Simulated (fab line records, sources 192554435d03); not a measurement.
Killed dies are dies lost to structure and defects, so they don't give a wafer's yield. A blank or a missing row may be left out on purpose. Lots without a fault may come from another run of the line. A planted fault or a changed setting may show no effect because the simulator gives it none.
Chamber matching | flow n5_finfet | N5_BEOL_M3_ALD_84 on ald_metal-01: 4 sister chambers
The step deposits TaN, pulse time 2 s, purge time 3 s, co reactant purge time 2 s. 16 wafers are shown with their chamber, then 8 later ones without.

WAFERS WITH THEIR CHAMBER
wafer  | chamber | heater_power_outer_w (W) | heater_power_w (W) | susceptor_temp_C (C)
L074.2 | 0       | 268                      | 462                | 275.42
L074.3 | 3       | 216                      | 389                | 274.84
L074.4 | 2       | 239                      | 446                | 275.15
L077.1 | 3       | 210                      | 402                | 275.21
L077.4 | 0       | 273                      | 454                | 275.05
L077.6 | 2       | 243                      | 455                | 275.24
L081.2 | 1       | 239                      | 432                | 275.20
L081.4 | 0       | 271                      | 456                | 274.93
L081.5 | 0       | 267                      | 460                | 274.92
L080.1 | 3       | 216                      | 393                | 274.80
L080.2 | 0       | 264                      | 453                | 274.89
L080.4 | 1       | 240                      | 429                | 274.59
L087.1 | 2       | 245                      | 435                | 275.22
L087.3 | 0       | 268                      | 469                | 274.93
L087.4 | 3       | 214                      | 392                | 275.13
L088.1 | 3       | 212                      | 389                | 275.00

SIGNATURES (means of the wafers above)
reading              | chamber 0 | chamber 1 | chamber 2 | chamber 3 | scatter within a chamber
heater_power_outer_w | 268.50    | 239.50    | 242.33    | 213.60    | 2.83
heater_power_w       | 459.00    | 430.50    | 445.33    | 393.00    | 6.45
susceptor_temp_C     | 275.0233  | 274.8950  | 275.2033  | 274.9960  | 0.208
Rule: a wafer's distance from a chamber is the root of the sum, over the readings, of the square of ((its reading less the chamber's mean) divided by the reading's scatter). The wafer belongs to the nearest chamber; if the next one is less than 2 further off, it can't be placed. The scatter: the root of (the sum of the squares of (reading less its chamber's mean) over the shown wafers, divided by (wafers less chambers)).

WAFERS WITHOUT THEIR CHAMBER
wafer  | heater_power_outer_w (W) | heater_power_w (W) | susceptor_temp_C (C)
L088.4 | 276                      | 455                | 275.05
L088.5 | 261                      | 470                | 274.92
L093.1 | 219                      | 391                | 275.33
L093.2 | 245                      | 427                | 275.09
L093.4 | 246                      | 451                | 275.35
L095.2 | 244                      | 432                | 275.13
L095.3 | 273                      | 463                | 275.01
L095.4 | 213                      | 388                | 275.13

WHICH CHAMBER EACH WENT THROUGH
wafer  | from the rows above     | in truth
L088.4 | 0                       | 0
L088.5 | 0                       | 0
L093.1 | 3                       | 3
L093.2 | can't be placed: 1 or 2 | 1
L093.4 | 2                       | 2
L095.2 | can't be placed: 1 or 2 | 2
L095.3 | 0                       | 0
L095.4 | 3                       | 3
Placed correctly: 6 of 8. Can't be placed from these rows: 2 (the true chamber is among the candidates in 2). Placed wrongly: 0.
